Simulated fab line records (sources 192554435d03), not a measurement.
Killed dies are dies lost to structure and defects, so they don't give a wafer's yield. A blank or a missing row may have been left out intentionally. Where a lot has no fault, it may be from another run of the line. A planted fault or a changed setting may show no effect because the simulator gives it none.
Split-lot trial || flow n5 finfet || on a route of 1938 steps: 7 lots, 21 wafers read

== ON THE SPLIT ==
At N5_BEOL_M0_ETCH_128 (etches SiCN in CF4/N2, target depth 12 nm, overetch 5.1 nm, time 21.4 s), the setting source w was moved away from the recipe's 430 W on 7 of the 21 wafers read, by -15.2% to -7.6%. This setting was run at the recipe's value on the other wafers.

The reading is taken at the split's own step.

== THE READING ==
rf vpp V, in V, at N5_BEOL_M0_ETCH_128 (etches SiCN in CF4/N2, target depth 12 nm, overetch 5.1 nm, time 21.4 s). Fault-free wafers of this fab line usually give 382.6 V, standard deviation 2.1 V.

{"wafer": "L081.1", "tool, chamber at the split": "rie diel-01, 0", "source w as run, W": 389.8, "against the recipe": "-9.3%", "rf vpp V, V": 393.1, "against lot-mates on the recipe": "+13.5"}
{"wafer": "L081.2", "tool, chamber at the split": "rie diel-01, 3", "source w as run, W": 389.8, "against the recipe": "-9.3%", "rf vpp V, V": 393.7, "against lot-mates on the recipe": "+14.1"}
{"wafer": "L081.4", "tool, chamber at the split": "rie diel-01, 3", "source w as run, W": 430, "against the recipe": "recipe", "rf vpp V, V": 379.6, "against lot-mates on the recipe": "-"}
{"wafer": "L083.1", "tool, chamber at the split": "rie diel-06, 1", "source w as run, W": 430, "against the recipe": "recipe", "rf vpp V, V": 382.1, "against lot-mates on the recipe": "-"}
{"wafer": "L083.2", "tool, chamber at the split": "rie diel-06, 2", "source w as run, W": 430, "against the recipe": "recipe", "rf vpp V, V": 383.6, "against lot-mates on the recipe": "-"}
{"wafer": "L083.5", "tool, chamber at the split": "rie diel-06, 3", "source w as run, W": 430, "against the recipe": "recipe", "rf vpp V, V": 385.8, "against lot-mates on the recipe": "-"}
{"wafer": "L084.1", "tool, chamber at the split": "rie diel-02, 2", "source w as run, W": 430, "against the recipe": "recipe", "rf vpp V, V": 384.6, "against lot-mates on the recipe": "-"}
{"wafer": "L084.5", "tool, chamber at the split": "rie diel-02, 2", "source w as run, W": 430, "against the recipe": "recipe", "rf vpp V, V": 385.7, "against lot-mates on the recipe": "-"}
{"wafer": "L084.6", "tool, chamber at the split": "rie diel-02, 1", "source w as run, W": 430, "against the recipe": "recipe", "rf vpp V, V": 381.1, "against lot-mates on the recipe": "-"}
{"wafer": "L086.2", "tool, chamber at the split": "rie diel-02, 0", "source w as run, W": 430, "against the recipe": "recipe", "rf vpp V, V": 382.2, "against lot-mates on the recipe": "-"}
{"wafer": "L086.3", "tool, chamber at the split": "rie diel-02, 2", "source w as run, W": 364.6, "against the recipe": "-15.2%", "rf vpp V, V": 405.4, "against lot-mates on the recipe": "+23.2"}
{"wafer": "L086.4", "tool, chamber at the split": "rie diel-02, 3", "source w as run, W": 364.6, "against the recipe": "-15.2%", "rf vpp V, V": 402.7, "against lot-mates on the recipe": "+20.5"}
{"wafer": "L088.1", "tool, chamber at the split": "rie diel-02, 2", "source w as run, W": 391, "against the recipe": "-9.1%", "rf vpp V, V": 397.1, "against lot-mates on the recipe": "+12.7"}
{"wafer": "L088.3", "tool, chamber at the split": "rie diel-02, 0", "source w as run, W": 391, "against the recipe": "-9.1%", "rf vpp V, V": 395.2, "against lot-mates on the recipe": "+10.8"}
{"wafer": "L088.6", "tool, chamber at the split": "rie diel-02, 2", "source w as run, W": 430, "against the recipe": "recipe", "rf vpp V, V": 384.4, "against lot-mates on the recipe": "-"}
{"wafer": "L091.4", "tool, chamber at the split": "rie diel-01, 0", "source w as run, W": 430, "against the recipe": "recipe", "rf vpp V, V": 379.6, "against lot-mates on the recipe": "-"}
{"wafer": "L091.5", "tool, chamber at the split": "rie diel-01, 0", "source w as run, W": 430, "against the recipe": "recipe", "rf vpp V, V": 378.9, "against lot-mates on the recipe": "-"}
{"wafer": "L091.6", "tool, chamber at the split": "rie diel-01, 3", "source w as run, W": 397.5, "against the recipe": "-7.6%", "rf vpp V, V": 390.7, "against lot-mates on the recipe": "+11.4"}
{"wafer": "L093.1", "tool, chamber at the split": "rie diel-01, 3", "source w as run, W": 430, "against the recipe": "recipe", "rf vpp V, V": 381.3, "against lot-mates on the recipe": "-"}
{"wafer": "L093.3", "tool, chamber at the split": "rie diel-01, 2", "source w as run, W": 430, "against the recipe": "recipe", "rf vpp V, V": 381.7, "against lot-mates on the recipe": "-"}
{"wafer": "L093.5", "tool, chamber at the split": "rie diel-01, 1", "source w as run, W": 430, "against the recipe": "recipe", "rf vpp V, V": 381.3, "against lot-mates on the recipe": "-"}

FIT RESULTS
A straight line over all 21 wafers: rf vpp V changes by -1.39 V for each +1% of source w; r = -0.96; the points scatter about the line by 2.1 V.
The same after taking each lot's own level away (the mean of its wafers on the recipe; 21 wafers): -1.42 V for each +1%; r = -0.99; scatter 1.2 V.
On that fit, the largest move of source w shifts the reading by 22 V.
The span of the lots' own levels, 379.25 to 384.40 V, comes to 2.5 times the standard deviation stated above.
The two slopes agree, so the slope changes little with the lot-to-lot level.
Check: with one of the wafers moved furthest among these (-15.2%) left out of the fit, the line predicts +21.1 V for it against its lot-mates. Against them it came out at +23.2 V.
Tool readings at the split's step, against how far the setting was moved: rf vpp V r = -0.96.

== THE OTHER SPLITS THESE WAFERS WENT THROUGH ==
Other splits were also applied to these wafers ahead of the reading. Each is held against what the fit with the lots' levels taken away leaves over:
{"other split on the same wafers": "N5_SDB_ETCH_18 time s", "wafers away from the commonest value": 5, "r with rf vpp V (lot level and that fit taken away)": -0.14}
{"other split on the same wafers": "N5_HKMG_FIN_HK_ALD_01 ald cycles", "wafers away from the commonest value": 7, "r with rf vpp V (lot level and that fit taken away)": -0.01}
{"other split on the same wafers": "N5_HKMG_FIN_NWFM_ALD_20 ald cycles", "wafers away from the commonest value": 4, "r with rf vpp V (lot level and that fit taken away)": "+0.02"}
{"other split on the same wafers": "N5_MOL_CONTACT_COAG_ETCH_105 bias w", "wafers away from the commonest value": 6, "r with rf vpp V (lot level and that fit taken away)": -0.08}
{"other split on the same wafers": "N5_MOL_CONTACT_COAG_CONTACT_ETCH_14 source w", "wafers away from the commonest value": 8, "r with rf vpp V (lot level and that fit taken away)": -0.29}
{"other split on the same wafers": "N5_BEOL_M0_SAQP_PECVD_04 time s", "wafers away from the commonest value": 4, "r with rf vpp V (lot level and that fit taken away)": "+0.25"}
{"other split on the same wafers": "N5_BEOL_M0_SAQP_EXPOSE_11 dose mj", "wafers away from the commonest value": 4, "r with rf vpp V (lot level and that fit taken away)": "+0.05"}

== THE FILE'S OWN FIT ==
rf vpp V changes by -1.43 V for each +1% of source w, r = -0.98.
